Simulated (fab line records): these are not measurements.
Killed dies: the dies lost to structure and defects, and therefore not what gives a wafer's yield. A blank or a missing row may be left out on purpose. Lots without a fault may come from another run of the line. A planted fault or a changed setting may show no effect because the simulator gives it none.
Lot-split experiment -- flow n5_finfet -- 21 wafers read from 7 lots, route of 1938 steps

ON THE SPLIT
At N5_PASSIVATION_EXPOSE_27 (exposes mask PAD, defocus 0 nm), the setting dose_mj was moved away from the recipe's 32.3 on 6 of the 21 wafers read, by -6.9% to +7.3%. All remaining wafers had this setting at the recipe value.

FROM THE SPLIT TO THE READING: what the file shows between them, 3 steps
- N5_PASSIVATION_PEB_28 (also split here: peb_time_s)
- N5_PASSIVATION_DEVELOP_29: develop time 60 s
- N5_PASSIVATION_HARDBAKE_31: time 120 s

THE READING
At N5_PASSIVATION_CD_MEAS_30: cd_nm in nanometres, against a target cd of 4000 nm. On this fab line, fault-free wafers typically give 4000.1 nm with a standard deviation of 1.9 nm.

wafer,"tool, chamber at the split",dose_mj as run,against the recipe,"cd_nm, nm",against lot-mates on the recipe
L079.4,"krf_scanner-01, 0",32.3,recipe,4000.1,-
L079.5,"krf_scanner-01, 0",32.3,recipe,3996.8,-
L079.6,"krf_scanner-01, 0",32.3,recipe,3996.5,-
L080.3,"krf_scanner-01, 0",32.3,recipe,4003.9,-
L080.4,"krf_scanner-01, 0",34.67,+7.3%,4013.4,+9.5
L080.5,"krf_scanner-01, 0",34.67,+7.3%,4015.0,+11.1
L081.1,"krf_scanner-02, 0",32.3,recipe,4004.3,-
L081.2,"krf_scanner-02, 0",33.16,+2.7%,4004.0,+3.1
L081.4,"krf_scanner-02, 0",32.3,recipe,3997.6,-
L085.2,"krf_scanner-01, 0",32.3,recipe,4001.4,-
L085.5,"krf_scanner-01, 0",32.3,recipe,4003.9,-
L085.6,"krf_scanner-01, 0",32.3,recipe,4000.6,-
L084.2,"krf_scanner-01, 0",30.06,-6.9%,3985.2,-16.1
L084.3,"krf_scanner-01, 0",32.3,recipe,4002.4,-
L084.5,"krf_scanner-01, 0",32.3,recipe,4000.2,-
L090.1,"krf_scanner-02, 0",33.63,+4.1%,4006.1,+6.1
L090.2,"krf_scanner-02, 0",33.63,+4.1%,4007.8,+7.8
L090.5,"krf_scanner-02, 0",32.3,recipe,4000.0,-
L092.1,"krf_scanner-02, 0",32.3,recipe,4000.1,-
L092.3,"krf_scanner-02, 0",32.3,recipe,3998.8,-
L092.5,"krf_scanner-02, 0",32.3,recipe,3997.9,-

THE FIT
A straight line over all 21 wafers: cd_nm changes by +1.93 nm for each +1% of dose_mj; r = +0.93; the points scatter about the line by 2.3 nm.
The same after taking each lot's own level away (the mean of its wafers on the recipe; 21 wafers): +1.72 nm for each +1%; r = +0.94; scatter 1.9 nm.
According to that fit, moving dose_mj by its largest amount changes the reading by 13 nm.
Across the lots, their own levels run from 3997.80 to 4003.90 nm, a range of 3.2 times the standard deviation given above.
Hence the slope depends on the lot-to-lot level, as the two fits are not the same.
Check: with one of the wafers moved furthest among these (+7.3%) left out of the fit, the line predicts +13.1 nm for it against its lot-mates. Against them it came out at +9.5 nm.

OTHER SPLITS ON THESE WAFERS
Note: prior to the reading, these wafers also went through further splits. Each is held against what the fit with the lots' levels taken away leaves over:
other split on the same wafers,wafers away from the commonest value,r with cd_nm (lot level and that fit taken away)
N5_BEOL_M13_ILD_DEP_00 time_s,5,+0.19
N5_BEOL_M13_EXPOSE_07 dose_mj,8,+0.16
N5_BEOL_M14_ETCH_68 time_s,8,-0.10
N5_BEOL_M15_EXPOSE_25 dose_mj,9,+0.06
N5_BEOL_M15_DEVELOP_27 develop_time_s,4,+0.05
N5_PASSIVATION_PEB_28 peb_time_s,as run: not given for these wafers,-

FILE'S OWN FIT
cd_nm changes by +1.77 nm for each +1% of dose_mj, r = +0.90.
